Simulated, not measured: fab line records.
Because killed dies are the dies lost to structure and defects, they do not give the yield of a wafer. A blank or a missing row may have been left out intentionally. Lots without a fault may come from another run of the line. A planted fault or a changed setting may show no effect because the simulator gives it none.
Matching of chambers / flow n5 finfet / 4 sister chambers for N5_BEOL_M8_CMP_52 on cmp-03
The step polishes, stops on SiCOH lowk, t overpolish 6.9 s, target thk 80 nm. 20 wafers are shown with their chamber, then 10 later ones without.

EACH WAFER AND ITS CHAMBER
wafer=L080.2; chamber=3; motor current A (A)=5.2; time to endpoint s (s)=67; barrier field endpoint s (s)=29.5
wafer=L080.5; chamber=3; motor current A (A)=5.3; time to endpoint s (s)=66; barrier field endpoint s (s)=30.2
wafer=L080.6; chamber=2; motor current A (A)=6.1; time to endpoint s (s)=66; barrier field endpoint s (s)=30.7
wafer=L078.1; chamber=3; motor current A (A)=5.1; time to endpoint s (s)=70; barrier field endpoint s (s)=29.4
wafer=L078.3; chamber=1; motor current A (A)=6.1; time to endpoint s (s)=59; barrier field endpoint s (s)=28.7
wafer=L078.5; chamber=1; motor current A (A)=5.7; time to endpoint s (s)=61; barrier field endpoint s (s)=29.0
wafer=L077.1; chamber=0; motor current A (A)=5.7; time to endpoint s (s)=62; barrier field endpoint s (s)=29.5
wafer=L077.4; chamber=1; motor current A (A)=6.2; time to endpoint s (s)=59; barrier field endpoint s (s)=28.3
wafer=L077.5; chamber=0; motor current A (A)=5.8; time to endpoint s (s)=67; barrier field endpoint s (s)=29.5
wafer=L081.1; chamber=0; motor current A (A)=5.4; time to endpoint s (s)=63; barrier field endpoint s (s)=29.0
wafer=L081.3; chamber=3; motor current A (A)=5.4; time to endpoint s (s)=65; barrier field endpoint s (s)=28.9
wafer=L081.6; chamber=1; motor current A (A)=6.4; time to endpoint s (s)=64; barrier field endpoint s (s)=28.8
wafer=L082.2; chamber=2; motor current A (A)=6.4; time to endpoint s (s)=67; barrier field endpoint s (s)=29.1
wafer=L082.4; chamber=1; motor current A (A)=6.3; time to endpoint s (s)=65; barrier field endpoint s (s)=29.4
wafer=L082.5; chamber=3; motor current A (A)=5.4; time to endpoint s (s)=72; barrier field endpoint s (s)=30.8
wafer=L086.1; chamber=3; motor current A (A)=5.5; time to endpoint s (s)=65; barrier field endpoint s (s)=29.7
wafer=L086.2; chamber=1; motor current A (A)=6.0; time to endpoint s (s)=58; barrier field endpoint s (s)=27.2
wafer=L086.4; chamber=2; motor current A (A)=5.7; time to endpoint s (s)=66; barrier field endpoint s (s)=29.1
wafer=L085.1; chamber=3; motor current A (A)=5.4; time to endpoint s (s)=68; barrier field endpoint s (s)=28.8
wafer=L085.4; chamber=0; motor current A (A)=5.7; time to endpoint s (s)=64; barrier field endpoint s (s)=28.8

SIGNATURES (averages over the wafers above)
reading=motor current A; chamber 0=5.650; chamber 1=6.117; chamber 2=6.067; chamber 3=5.329; scatter within a chamber=0.218
reading=time to endpoint s; chamber 0=64.00; chamber 1=61.00; chamber 2=66.33; chamber 3=67.57; scatter within a chamber=2.48
reading=barrier field endpoint s; chamber 0=29.200; chamber 1=28.567; chamber 2=29.633; chamber 3=29.614; scatter within a chamber=0.706
Rule: for a wafer and a chamber, the distance is found by dividing, reading by reading, the gap between the wafer's reading and the chamber's mean by the reading's scatter, squaring, summing and taking the root. If the next closest chamber is less than 2 further off than the closest, the wafer can't be placed; otherwise it belongs to the closest. The scatter: take each reading less its chamber's mean, square it, sum over the shown wafers, divide by the number of wafers less the number of chambers, and take the root.

WAFERS WITH NO CHAMBER GIVEN
wafer=L085.5; motor current A (A)=6.4; time to endpoint s (s)=60; barrier field endpoint s (s)=28.5
wafer=L088.2; motor current A (A)=5.9; time to endpoint s (s)=63; barrier field endpoint s (s)=28.5
wafer=L088.3; motor current A (A)=6.3; time to endpoint s (s)=59; barrier field endpoint s (s)=28.9
wafer=L088.5; motor current A (A)=5.4; time to endpoint s (s)=65; barrier field endpoint s (s)=30.1
wafer=L091.1; motor current A (A)=6.1; time to endpoint s (s)=58; barrier field endpoint s (s)=27.9
wafer=L091.2; motor current A (A)=5.5; time to endpoint s (s)=67; barrier field endpoint s (s)=29.7
wafer=L091.4; motor current A (A)=5.9; time to endpoint s (s)=66; barrier field endpoint s (s)=29.4
wafer=L092.4; motor current A (A)=5.3; time to endpoint s (s)=68; barrier field endpoint s (s)=29.6
wafer=L092.5; motor current A (A)=6.3; time to endpoint s (s)=61; barrier field endpoint s (s)=28.8
wafer=L092.6; motor current A (A)=5.9; time to endpoint s (s)=62; barrier field endpoint s (s)=28.3

WHICH CHAMBER EACH WENT THROUGH
wafer=L085.5; from the rows above=1; in truth=1
wafer=L088.2; from the rows above=can't be placed: 1 or 0 or 2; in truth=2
wafer=L088.3; from the rows above=1; in truth=1
wafer=L088.5; from the rows above=can't be placed: 3 or 0 or 2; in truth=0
wafer=L091.1; from the rows above=1; in truth=1
wafer=L091.2; from the rows above=can't be placed: 3 or 0 or 2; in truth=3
wafer=L091.4; from the rows above=can't be placed: 2 or 0 or 1 or 3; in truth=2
wafer=L092.4; from the rows above=3; in truth=3
wafer=L092.5; from the rows above=can't be placed: 1 or 2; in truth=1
wafer=L092.6; from the rows above=can't be placed: 1 or 0 or 2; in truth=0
Correct placement for 4 of the 10. Unplaceable from these rows: 6, with the true chamber sitting among the candidates in 6. Wrongly placed: 0.
